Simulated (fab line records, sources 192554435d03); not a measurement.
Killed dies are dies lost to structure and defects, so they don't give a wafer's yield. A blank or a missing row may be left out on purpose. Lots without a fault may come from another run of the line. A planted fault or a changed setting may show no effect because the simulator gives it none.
Chamber matching | flow n5_finfet | N5_HKMG_FIN_STRIP_89 on rie_diel-05: 4 sister chambers
The step strips SOC in N2/H2, time 20 s. 8 wafers are shown with their chamber, then 9 later ones without.

WAFERS WITH THEIR CHAMBER
wafer  | chamber | showerhead_plenum_p_Torr (Torr) | drypump_motor_current_A (A)
L077.6 | 3       | 3.48                            | 6.6
L080.5 | 0       | 3.45                            | 6.3
L083.4 | 2       | 3.46                            | 5.7
L085.1 | 3       | 3.47                            | 6.6
L085.6 | 0       | 3.45                            | 6.3
L086.3 | 1       | 3.19                            | 5.4
L086.5 | 2       | 3.46                            | 5.8
L086.6 | 1       | 3.19                            | 5.4

WAFERS WITHOUT THEIR CHAMBER
wafer  | showerhead_plenum_p_Torr (Torr) | drypump_motor_current_A (A)
L089.1 | 3.45                            | 6.3
L089.2 | 3.47                            | 6.6
L089.3 | 3.45                            | 5.8
L090.3 | 3.44                            | 6.3
L090.5 | 3.45                            | 5.8
L090.6 | 3.44                            | 6.3
L096.3 | 3.59                            | 5.4
L096.4 | 3.44                            | 6.3
L096.6 | 3.59                            | 5.4

WHICH CHAMBER EACH WENT THROUGH
wafer  | from the rows above | in truth
L089.1 | 0                   | 0
L089.2 | 3                   | 3
L089.3 | 2                   | 2
L090.3 | 0                   | 0
L090.5 | 2                   | 2
L090.6 | 0                   | 0
L096.3 | 2                   | 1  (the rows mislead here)
L096.4 | 0                   | 0
L096.6 | 2                   | 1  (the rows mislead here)
Placed correctly: 7 of 9. Can't be placed from these rows: 0. Placed wrongly: 2.
How it was worked out, from the rows above alone: a wafer's distance from a chamber is the root of the sum, over the readings, of the square of ((its reading less the chamber's mean) divided by the reading's scatter). The wafer belongs to the nearest chamber; if the next one is less than 2 further off, it can't be placed. A chamber's mean is the mean of its shown wafers. The scatter: the root of (the sum of the squares of (reading less its chamber's mean) over the shown wafers, divided by (wafers less chambers)).
